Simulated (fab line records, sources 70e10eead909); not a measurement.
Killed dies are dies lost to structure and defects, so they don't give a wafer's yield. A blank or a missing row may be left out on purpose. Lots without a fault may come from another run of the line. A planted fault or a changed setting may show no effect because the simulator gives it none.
Which tool did it? | flow nand_harc | 13 lots, 38 wafers sampled, at 1 step of a route of 1302

WHAT THE GAUGES READ, wafer by wafer
NHARC_A_CHANNEL_HOLE_D1_CD_MEAS_10: target cd 100 nm.
lot  | measured     | on        | cd_nm (nm)
L806 | day 9 03:44  | cd_sem-03 | 100.7 100.2 99.9
L807 | day 9 05:40  | cd_sem-02 | 100.4 100.0 99.9
L808 | day 9 18:22  | cd_sem-01 | 100.7 99.9
L811 | day 10 23:54 | cd_sem-01 | 99.3 100.3 99.0
L818 | day 14 00:14 | cd_sem-01 | 100.6 100.2 100.5
L819 | day 14 12:10 | cd_sem-03 | 100.2 101.1 101.3
L820 | day 14 13:05 | cd_sem-03 | 100.9 99.9 99.8
L821 | day 15 09:55 | cd_sem-03 | 100.6 100.4 100.5
L824 | day 16 12:17 | cd_sem-01 | 100.6 100.6 100.6
L825 | day 16 19:50 | cd_sem-01 | 99.5 100.1 99.4
L826 | day 17 03:24 | cd_sem-03 | 99.1 99.1 100.2
L827 | day 17 14:48 | cd_sem-01 | 99.4 98.8 100.3
L828 | day 18 01:36 | cd_sem-02 | 100.9 100.2 99.9

WHICH TOOL RAN EACH LOT (tool, then ch and the chambers of the sampled wafers, then the start)
The record holds no process step before these readings.

WHAT THE TOOLS THEMSELVES READ (means of the sampled wafers that have a number; where no wafer has one, the mark that the record gives instead)
The record holds no such reading with a usual standard deviation.

THE ANSWER, worked out from the rows above alone
Rule: what is usual is taken from the lots themselves. Put in order of their means at a reading, lots are off if they are a third of the lots or fewer, leave a main group of 4 or more, and stand apart from it by a gap of 3 or more times the standard deviation of the main group's means; of several such gaps the widest counts. A main group whose means are all the same, to the digits that the tables above print for the reading, isn't used. A lot without any number at a reading at which 4 lots or more have one is off too. The other lots that the step has rows for count as sound. The gauges are gone through in route order, then the tools' own readings, and for those a lot's mean is taken as printed above. The first step at which some lot is off is used, and at that step the reading that is off furthest; a lot without a number counts as furthest.
No lot is off at any reading shown: from this, nothing can be told.

WHAT THE SIMULATOR HAD PUT IN
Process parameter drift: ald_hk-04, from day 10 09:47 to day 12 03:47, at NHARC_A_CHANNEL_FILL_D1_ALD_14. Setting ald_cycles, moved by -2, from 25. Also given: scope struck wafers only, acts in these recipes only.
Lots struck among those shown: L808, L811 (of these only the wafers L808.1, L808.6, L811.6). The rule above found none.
